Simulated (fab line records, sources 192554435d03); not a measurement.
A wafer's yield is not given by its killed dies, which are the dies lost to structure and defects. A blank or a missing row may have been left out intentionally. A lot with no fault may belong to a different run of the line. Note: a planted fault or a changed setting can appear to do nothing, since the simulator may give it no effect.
One fault through the eyes of 2 desks    flow n5Finfet    numbers are kept per desk, each desk with only its own; the story behind them comes last

AT THE METROLOGY DESK
What the gauges read for every lot (on any tool): the sampled wafers with a number, averaged. Marked OUT: a lot whose mean sits more than 4 standard deviations from the usual mean, which makes it out of limits; the brackets give that distance.
Columns: A = cdNm at N5_DUMMY_GATE_CD_MEAS_50, usual 13.9 nm
lot   first seen here  A
L971  day 3 15:44      13.7
L975  day 4 18:32      13.8
L976  day 4 21:28      14.0
L978  day 5 12:20      13.8
L984  day 6 22:26      14.3
L987  day 7 17:00      13.5
L991  day 8 19:22      13.7
This desk's finding: nothing out of limits on any of the 7 lots.

FOR THE TOOL OWNER'S DESK: rieSi-02
The tool's own readings at N5_DUMMY_GATE_ETCH_32 (etches SiO2 in CF4, target depth 3.5 nm, time 3.9 s): means of the sampled wafers that have a number, for each lot that ran on this tool. Marked OUT: a lot whose mean sits more than 4 standard deviations from the usual mean, which makes it out of limits; the brackets give that distance.
Columns: A = drypumpMotorCurrentA at N5_DUMMY_GATE_ETCH_32, usual 5.9 A; B = oesProductAu at N5_DUMMY_GATE_ETCH_32, usual 1.011 a.u.; C = throttleValvePct at N5_DUMMY_GATE_ETCH_32, usual 21.62 %
lot   first seen here  A    B                 C
L971  day 3 16:02      6.0  1.017             21.56
L975  day 4 18:49      6.0  0.854 (-8.7) OUT  21.50
L976  day 4 21:46      6.2  0.860 (-8.4) OUT  21.55
L978  day 5 12:37      6.0  0.854 (-8.7) OUT  21.51
L987  day 7 17:18      5.7  1.009             21.51
This desk's verdict: out of limits on L975, L976, L978, starting with L975 at day 4 18:49 (oesProductAu at N5_DUMMY_GATE_ETCH_32). L971, L987 stayed within limits.

TAKEN TOGETHER
An alarm could have come from the tool owner's desk at day 4 18:49, on L975, L976, L978.
From the metrology desk's view, nothing was out of limits.
The metrology desk holds a record of L975, L976, L978, inside its limits.
Of the lots named, all ran N5_DUMMY_GATE_ETCH_32 on rieSi-02.

WHAT THE SIMULATOR HAD PUT IN
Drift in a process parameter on rieSi-02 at N5_DUMMY_GATE_ETCH_32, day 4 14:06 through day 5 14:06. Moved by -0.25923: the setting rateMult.
Struck lots among those shown: L975, L976, L978.
Delay in hours, fault start to first out-of-limits reading, by desk: the tool owner's desk at 5.
